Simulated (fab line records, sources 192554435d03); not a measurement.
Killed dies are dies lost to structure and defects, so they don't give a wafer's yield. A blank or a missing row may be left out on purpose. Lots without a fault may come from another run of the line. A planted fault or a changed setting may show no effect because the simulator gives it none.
Split-lot experiment | flow n5_finfet | 7 lots, 21 wafers read, on a route of 1938 steps

THE SPLIT
At N5_BEOL_M10_EXPOSE_25 (exposes mask V9), the setting dose_mj was moved away from the recipe's 85.5 on 7 of the 21 wafers read, by -7.3% to +6.1%. The other wafers ran this setting at the recipe's value.

FROM THE SPLIT TO THE READING: what the file shows between them, 2 steps
- N5_BEOL_M10_PEB_26: peb time 60 s
- N5_BEOL_M10_DEVELOP_27: develop time 30 s

THE READING
cd_nm, in nm, at N5_BEOL_M10_CD_MEAS_28 (target cd 70 nm). Fault-free wafers of this fab line usually give 69.6 nm, standard deviation 1 nm.

wafer  | tool, chamber at the split | dose_mj as run | against the recipe | cd_nm, nm | against lot-mates on the recipe
L074.1 | arfi_scanner-02, 0         | 85.5           | recipe             | 69.0      | -
L074.2 | arfi_scanner-02, 0         | 85.5           | recipe             | 70.5      | -
L074.4 | arfi_scanner-02, 0         | 85.5           | recipe             | 69.3      | -
L075.4 | arfi_scanner-03, 0         | 85.5           | recipe             | 68.9      | -
L075.5 | arfi_scanner-03, 0         | 85.5           | recipe             | 69.5      | -
L075.6 | arfi_scanner-03, 0         | 85.5           | recipe             | 68.4      | -
L078.1 | arfi_scanner-03, 0         | 88.74          | +3.8%              | 74.6      | no lot-mate on the recipe
L078.3 | arfi_scanner-03, 0         | 88.74          | +3.8%              | 73.4      | no lot-mate on the recipe
L078.6 | arfi_scanner-03, 0         | 88.74          | +3.8%              | 74.2      | no lot-mate on the recipe
L081.3 | arfi_scanner-02, 0         | 85.5           | recipe             | 70.3      | -
L081.4 | arfi_scanner-02, 0         | 85.5           | recipe             | 69.2      | -
L081.5 | arfi_scanner-02, 0         | 85.5           | recipe             | 70.1      | -
L089.2 | arfi_scanner-02, 0         | 85.5           | recipe             | 68.5      | -
L089.5 | arfi_scanner-02, 0         | 79.35          | -7.2%              | 61.5      | -7.1
L089.6 | arfi_scanner-02, 0         | 85.5           | recipe             | 68.7      | -
L091.1 | arfi_scanner-03, 0         | 79.28          | -7.3%              | 63.4      | -6.5
L091.3 | arfi_scanner-03, 0         | 85.5           | recipe             | 69.9      | -
L091.5 | arfi_scanner-03, 0         | 79.28          | -7.3%              | 64.1      | -5.8
L090.1 | arfi_scanner-02, 0         | 85.5           | recipe             | 69.8      | -
L090.2 | arfi_scanner-02, 0         | 85.5           | recipe             | 69.6      | -
L090.4 | arfi_scanner-02, 0         | 90.75          | +6.1%              | 73.7      | +4.0

THE FIT
A straight line over all 21 wafers: cd_nm changes by +0.919 nm for each +1% of dose_mj; r = +0.96; the points scatter about the line by 0.92 nm.
The same after taking each lot's own level away (the mean of its wafers on the recipe; 18 wafers): +0.835 nm for each +1%; r = +0.98; scatter 0.56 nm.
On that fit, the largest move of dose_mj shifts the reading by 6.1 nm.
The lots' own levels span 68.60 to 69.90 nm, that is 1.3 times the standard deviation above.
So the lot-to-lot level changes the slope: the two fits differ.
Check: with one of the wafers moved furthest among these (-7.3%) left out of the fit, the line predicts -6.09 nm for it against its lot-mates. It came out at -6.5 nm against them.

OTHER SPLITS ON THESE WAFERS
These wafers also went through other splits before the reading. Each is held against what the fit with the lots' levels taken away leaves over:
other split on the same wafers | wafers away from the commonest value | r with cd_nm (lot level and that fit taken away)
N5_BEOL_M6_COAT_60 spin_rpm    | 7                                    | -0.04
N5_BEOL_M7_DESCUM_33 time_s    | 5                                    | +0.42
N5_BEOL_M8_ETCH_61 bias_w      | 7                                    | +0.13
N5_BEOL_M8_COAT_64 spin_rpm    | 9                                    | +0.25
N5_BEOL_M10_COAT_22 spin_rpm   | 5                                    | +0.28

THE FILE'S OWN FIT
cd_nm changes by +0.849 nm for each +1% of dose_mj, r = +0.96.
